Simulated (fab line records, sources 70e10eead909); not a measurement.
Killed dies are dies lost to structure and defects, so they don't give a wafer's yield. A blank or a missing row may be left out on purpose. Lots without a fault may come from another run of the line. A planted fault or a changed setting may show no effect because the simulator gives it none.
A struck lot beside a sound one | flow nand_harc | 18 steps out of a route of 1302
Sound: wafers L813.2, L813.4, L813.6. Struck: wafers L822.3, L822.4, L822.5. The cause comes at the end.
At each step with rows: each side's tool, then ch and its chambers, then its first start. Under that, the readings that differ: sound wafers | struck wafers | difference of the means | sigmas: that difference in standard deviations of wafers without a fault.
alike: readings whose means differ by less than 2 such deviations, and words and numbers that are the same on both sides. not compared: withheld readings, readings that some wafer has no value for, bounds like >300 that may hide the same value, and numbers for which the record gives no deviation and whose values overlap.
The two part at a step that has a row with sigmas, a row that says differs or no value, or rows on one side only. Numbers that don't overlap but have no deviation are shown without sigmas and don't part them. A reading that every wafer of one side lacks parts them only if that side has two wafers or more.

first, 2 steps without rows for these wafers: NHARC_P_STI_SRD_39; NHARC_P_STI_OXIDE_40 (material SiO2, target thk 10 nm, ox time 1362 s).
NHARC_P_STI_INSPECT_25:
  sound on defect_inspect-01, day 5 17:36; struck on defect_inspect-02, day 10 00:19
  reading          | sound       | struck      | difference | sigmas
  raw_defect_count | 503 369 297 | 170 144 170 | -228       | -2
then, 9 steps without rows for these wafers: NHARC_P_GATE_ETCH_69 (etches SiO2 in dHF, target depth 14 nm); NHARC_P_GATE_PRECLEAN_70 (cleans in SC1); NHARC_P_GATE_SRD_01; NHARC_P_GATE_OXIDE_02 (material SiO2, target thk 37.5 nm, ox time 365 s); NHARC_P_GATE_DEHYDRATE_03 (time 120 s); NHARC_P_GATE_HMDS_04 (time 30 s); NHARC_P_GATE_COAT_05; NHARC_P_GATE_SOFTBAKE_06 (time 95 s); NHARC_P_GATE_EBR_07.
NHARC_P_GATE_EXPOSE_08: exposes mask P HV.
  sound on krf_scanner-01 ch 0, day 6 01:47; struck on krf_scanner-01 ch 0, day 10 08:44
  reading | sound                | struck                  | difference | sigmas
  mask    | P_HV#0 P_HV#0 P_HV#0 | P_PSD#0 P_PSD#0 P_PSD#0 | differs    |
  alike: focus_offset_nm
then, 2 steps without rows for these wafers: NHARC_P_GATE_PEB_09 (peb time 85 s); NHARC_P_GATE_DEVELOP_10 (time 70 s).
NHARC_P_GATE_CD_MEAS_11: target cd 1640 nm.
  sound on cd_sem-01 ch 0, day 6 01:56; struck on cd_sem-01 ch 0, day 10 08:53
  reading    | sound                | struck | difference                    | sigmas
  cd_nm (nm) | 1640.3 1637.5 1637.2 | - - -  | no value on the struck wafers |
then, 1 step without rows for these wafers: NHARC_P_GATE_HARDBAKE_12 (time 80 s).
-- the record jumps here: 20 days lie between the struck wafers' starts before and after (it left off in module P_GATE and takes up again in module END, whose first step shown is number 1302 of the route) --
NHARC_END_SORT_01:
  the record has rows for the struck wafers here (prober-01 ch 0, day 30 18:38) and none for the sound ones

WHERE THEY PART
First at NHARC_P_STI_INSPECT_25; last, within this record, at NHARC_END_SORT_01.

WHY: what the simulator had put in
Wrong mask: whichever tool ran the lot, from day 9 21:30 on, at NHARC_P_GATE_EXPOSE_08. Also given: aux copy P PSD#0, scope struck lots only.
